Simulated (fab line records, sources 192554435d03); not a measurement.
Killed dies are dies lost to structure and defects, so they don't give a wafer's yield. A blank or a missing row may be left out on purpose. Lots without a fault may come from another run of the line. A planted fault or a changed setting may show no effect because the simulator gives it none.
Chamber matching | flow n5_finfet | N5_HKMG_FIN_ALD_91 on ald_metal-03: 4 sister chambers
The step deposits TiN, target thk 1 nm, pulse time 1 s, purge time 3 s. 14 wafers are shown with their chamber, then 7 later ones without.

WAFERS WITH THEIR CHAMBER
wafer  | chamber | heater_power_w (W) | precursor_pulse_height_rel | chamber_pressure_Torr (Torr)
L074.2 | 1       | 930                | 0.981                      | 2.987
L074.3 | 0       | 835                | 0.991                      | 3.003
L074.4 | 2       | 902                | 0.956                      | 3.007
L076.3 | 3       | 1005               | 1.000                      | 2.994
L076.4 | 1       | 921                | 1.005                      | 3.009
L076.6 | 1       | 932                | 0.957                      | 3.003
L078.1 | 0       | 865                | 1.031                      | 3.004
L078.5 | 0       | 864                | 1.001                      | 3.009
L078.6 | 3       | 1011               | 1.007                      | 3.003
L089.2 | 3       | 1013               | 0.998                      | 3.010
L089.4 | 1       | 928                | 0.989                      | 2.995
L089.6 | 0       | 855                | 0.971                      | 3.002
L090.3 | 0       | 851                | 1.022                      | 2.996
L090.5 | 0       | 850                | 0.997                      | 2.997

SIGNATURES (means of the wafers above)
reading                    | chamber 0 | chamber 1 | chamber 2 | chamber 3 | scatter within a chamber
heater_power_w             | 853.33    | 927.75    | 902.00    | 1009.67   | 8.42
precursor_pulse_height_rel | 1.00217   | 0.98300   | 0.95600   | 1.00167   | 0.019
chamber_pressure_Torr      | 3.00183   | 2.99850   | 3.00700   | 3.00233   | 0.0072
Rule: a wafer's distance from a chamber is the root of the sum, over the readings, of the square of ((its reading less the chamber's mean) divided by the reading's scatter). The wafer belongs to the nearest chamber; if the next one is less than 2 further off, it can't be placed. The scatter: the root of (the sum of the squares of (reading less its chamber's mean) over the shown wafers, divided by (wafers less chambers)).

WAFERS WITHOUT THEIR CHAMBER
wafer  | heater_power_w (W) | precursor_pulse_height_rel | chamber_pressure_Torr (Torr)
L090.6 | 916                | 0.967                      | 3.009
L092.3 | 974                | 0.982                      | 3.004
L092.4 | 853                | 0.981                      | 3.017
L092.5 | 1012               | 1.007                      | 2.997
L095.1 | 917                | 0.997                      | 3.003
L095.4 | 991                | 1.023                      | 3.017
L095.5 | 865                | 1.019                      | 2.980

WHICH CHAMBER EACH WENT THROUGH
wafer  | from the rows above     | in truth
L090.6 | can't be placed: 2 or 1 | 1
L092.3 | can't be placed: 3 or 1 | 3
L092.4 | 0                       | 0
L092.5 | 3                       | 3
L095.1 | can't be placed: 1 or 2 | 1
L095.4 | 3                       | 3
L095.5 | 0                       | 0
Placed correctly: 4 of 7. Can't be placed from these rows: 3 (the true chamber is among the candidates in 3). Placed wrongly: 0.
